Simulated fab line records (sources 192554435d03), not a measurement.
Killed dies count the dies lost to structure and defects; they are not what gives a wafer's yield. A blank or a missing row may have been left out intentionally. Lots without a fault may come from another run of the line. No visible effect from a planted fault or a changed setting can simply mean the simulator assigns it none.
Comparing a struck lot with a sound one :: flow n5 finfet :: 16 steps out of a route of 1938
Sound: wafers L672.2, L672.4, L672.5. Struck: wafers L670.2, L670.5. (L670.4 of the same lot was not struck and is left out.) The cause comes at the end.
Order at every step that has rows: each side's tool, ch and its chambers, its first start. Under that, the readings that differ: sound wafers :: struck wafers :: difference of the means :: sigmas: that difference in standard deviations of wafers without a fault.
alike: a reading whose means differ by less than 2 such deviations, as well as words and numbers matching on both sides. not compared: withheld readings; readings where some wafer has no value; bounds like >300 that might hide an equal value; numbers whose values overlap and for which the record gives no deviation.
The two part at a step that has a row with sigmas, a row that says differs or no value, or rows on one side only. When numbers do not overlap yet have no deviation, they are printed without sigmas and do not part them. Lack of a reading on every wafer of one side parts them only where that side has two or more wafers.

first, 5 steps without rows for these wafers: N5_SD_EPI_P_EBR_05; N5_SD_EPI_P_SOFTBAKE_04 (time 60 s); N5_SD_EPI_P_EXPOSE_06 (exposes mask SD P BLK, target cd 240 nm); N5_SD_EPI_P_PEB_07 (peb time 60 s); N5_SD_EPI_P_DEVELOP_08 (develop time 30 s).
N5_SD_EPI_P_CD_MEAS_09: the cd target is 240 nm.
  sound on cd sem-03 ch 0, day 7 23:34; struck on cd sem-03 ch 0, day 7 11:32
  alike: cd nm
N5_SD_EPI_P_OVL_MEAS_10:
  sound on overlay-02 ch 0, day 7 23:35; struck on overlay-02 ch 0, day 7 11:34
  alike: SD_P_BLK_OVL
N5_SD_EPI_P_INSPECT_11: inspects for defects (macro).
  sound: defect inspect-01 at day 7 23:37; struck: defect inspect-01 at day 7 11:35
  alike: raw defect count
N5_SD_EPI_P_DESCUM_14: chemistry O2, time 7.9 s.
  sound on rie diel-06 ch 0,3, day 7 23:39; struck on rie diel-03 ch 0,1, day 7 11:37
reading: oes product au (a.u.)
sound: 0.69 0.69 0.73
struck: 0.94 0.83
difference: +0.18
sigmas: +2

reading: throttle valve pct (%)
sound: 20.75 20.78 20.66
struck: 20.16 20.22
difference: -0.54
sigmas: -2
  alike: bias power w, drypump motor current A, rf vpp V, showerhead plenum p Torr, temp c
  not compared: rf hours counter h
N5_SD_EPI_P_ETCH_36: etches SiARC in CF4, target depth 45.5 nm, time 75.8 s.
  sound on rie diel-06 ch 0,3, day 7 23:41; struck on rie diel-03 ch 0,1, day 7 11:39
reading: oes product au (a.u.)
sound: 0.59 0.58 0.61
struck: 0.81 0.70
difference: +0.16
sigmas: +2

reading: throttle valve pct (%)
sound: 15.96 15.94 15.84
struck: 15.24 15.38
difference: -0.60
sigmas: -3
  alike: bias w, drypump motor current A, etch rf on time s, rf vpp V, showerhead plenum p Torr
  not compared: rf hours counter h
N5_SD_EPI_P_ETCH_37: etches SOC in N2/H2, overetch 108 nm, time 486 s.
  sound on rie diel-06 ch 0,3, day 7 23:44; struck on rie diel-03 ch 0,1, day 7 11:42
reading: oes product au (a.u.)
sound: 0.62 0.62 0.65
struck: 0.83 0.74
difference: +0.15
sigmas: +2
  alike: bias w, drypump motor current A, rf vpp V, showerhead plenum p Torr, temp c, throttle valve pct
  not compared: rf hours counter h
then, 1 step without rows for these wafers: N5_SD_EPI_P_STRIP_38 (strips in N2/H2).
N5_SD_EPI_P_ETCHBACK_46: etches SiNx in CH3F/O2, stops on SiO2, target depth 17.5 nm.
  sound on rie diel-06 ch 0,3, day 8 00:04; struck on rie diel-03 ch 0,1, day 7 12:02
reading: oes product au (a.u.)
sound: 0.59 0.60 0.63
struck: 0.80 0.71
difference: +0.15
sigmas: +2

reading: over etch frac
sound: 0.3 0.3 0.3
struck: 0.29285 0.29285
difference: -0.00715
sigmas: 

reading: throttle valve pct (%)
sound: 16.70 16.69 16.61
struck: 16.00 16.14
difference: -0.60
sigmas: -3
  alike: bias w, drypump motor current A, rf vpp V, showerhead plenum p Torr
  not compared: rf hours counter h
N5_SD_EPI_P_ETCH_47: etches SiOCN in CH3F/O2, target depth 25 nm.
  sound on rie diel-06 ch 0,3, day 8 00:10; struck on rie diel-03 ch 0,1, day 7 12:08
reading: bias w (W)
sound: 29.05 29.05 29.01
struck: 28.91 28.72
difference: -0.22
sigmas: -2

reading: oes product au (a.u.)
sound: 0.69 0.68 0.72
struck: 0.94 0.82
difference: +0.18
sigmas: +2

reading: throttle valve pct (%)
sound: 16.67 16.68 16.57
struck: 15.98 16.11
difference: -0.59
sigmas: -3
  alike: drypump motor current A, rf vpp V, showerhead plenum p Torr
  not compared: rf hours counter h
-- here the record skips 6 days between the struck wafers' starts before and after, leaving off in module SD_EPI_P and picking up in module BEOL_M4 (first step shown: number 1111 of the route) --
N5_BEOL_M4_RC_MEAS_101:
  sound on prober-02 ch 0, day 12 21:04; struck on prober-02 ch 0, day 13 04:32
  alike: DIBL_N, DIBL_P, IOFF_N, IOFF_P, ION_N, ION_P, SS_N, SS_P, VT_N, VT_P
-- record jumps: 4 days separate the struck wafers' starts on either side; left off in module BEOL_M4, taken up again in module PASSIVATION, whose first shown step is the route's number 1936 --
N5_PASSIVATION_PROBE_49:
  sound: prober-01 at day 17 02:47; struck: prober-02 at day 17 04:16
reading: killed at contacts
sound: 4 5 3
struck: 17 21
difference: +15
sigmas: +2
  alike: defect limited yield, killed_at_M0_to_M3, killed_at_M4_up, killed at front end, killed at other, killed dies, killed on rim, killed open, killed short, sort_bin_5_function, sort_bin_6_memory, sort n pass, sort yield pct

== WHERE THEY PART ==
Last at N5_PASSIVATION_PROBE_49 as far as this record goes, first at N5_SD_EPI_P_DESCUM_14.

WHY: the cause the simulator had injected
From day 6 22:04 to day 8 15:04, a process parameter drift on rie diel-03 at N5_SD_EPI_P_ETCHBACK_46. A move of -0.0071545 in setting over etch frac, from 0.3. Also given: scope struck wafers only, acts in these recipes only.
